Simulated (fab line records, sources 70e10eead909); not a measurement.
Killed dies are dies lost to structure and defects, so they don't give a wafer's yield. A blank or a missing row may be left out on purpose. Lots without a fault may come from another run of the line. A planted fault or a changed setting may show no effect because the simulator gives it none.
Chamber matching | flow nand_harc | NHARC_P_BONDPAD_ETCH_37 on rie_diel-12: 4 sister chambers
The step etches the open film in N2/H2, target depth 60 nm, overetch 18 nm, time 65.91 s. 8 wafers are shown with their chamber, then 9 later ones without.

WAFERS WITH THEIR CHAMBER
wafer  | chamber | drypump_motor_current_A (A) | rf_vpp_V (V)
L082.2 | 0       | 5.6                         | 432.2
L082.4 | 1       | 5.5                         | 427.0
L082.5 | 3       | 5.5                         | 430.6
L085.1 | 0       | 5.6                         | 430.3
L085.5 | 2       | 4.8                         | 433.9
L086.1 | 3       | 5.4                         | 429.5
L086.2 | 2       | 4.8                         | 432.5
L086.5 | 1       | 5.5                         | 428.9

WAFERS WITHOUT THEIR CHAMBER
wafer  | drypump_motor_current_A (A) | rf_vpp_V (V)
L087.2 | 5.4                         | 431.6
L087.5 | 5.5                         | 426.5
L087.6 | 4.9                         | 431.8
L091.1 | 5.4                         | 431.6
L091.2 | 4.8                         | 431.9
L091.3 | 5.5                         | 430.3
L094.1 | 5.5                         | 431.5
L094.3 | 5.4                         | 431.2
L094.6 | 5.5                         | 432.1

WHICH CHAMBER EACH WENT THROUGH
wafer  | from the rows above          | in truth
L087.2 | 3                            | 3
L087.5 | 1                            | 1
L087.6 | 2                            | 2
L091.1 | 3                            | 3
L091.2 | 2                            | 2
L091.3 | can't be placed: 3 or 1 or 0 | 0
L094.1 | can't be placed: 3 or 0 or 1 | 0
L094.3 | 3                            | 3
L094.6 | can't be placed: 3 or 0 or 1 | 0
Placed correctly: 6 of 9. Can't be placed from these rows: 3 (the true chamber is among the candidates in 3). Placed wrongly: 0.
How it was worked out, from the rows above alone: a wafer's distance from a chamber is the root of the sum, over the readings, of the square of ((its reading less the chamber's mean) divided by the reading's scatter). The wafer belongs to the nearest chamber; if the next one is less than 2 further off, it can't be placed. A chamber's mean is the mean of its shown wafers. The scatter: the root of (the sum of the squares of (reading less its chamber's mean) over the shown wafers, divided by (wafers less chambers)).
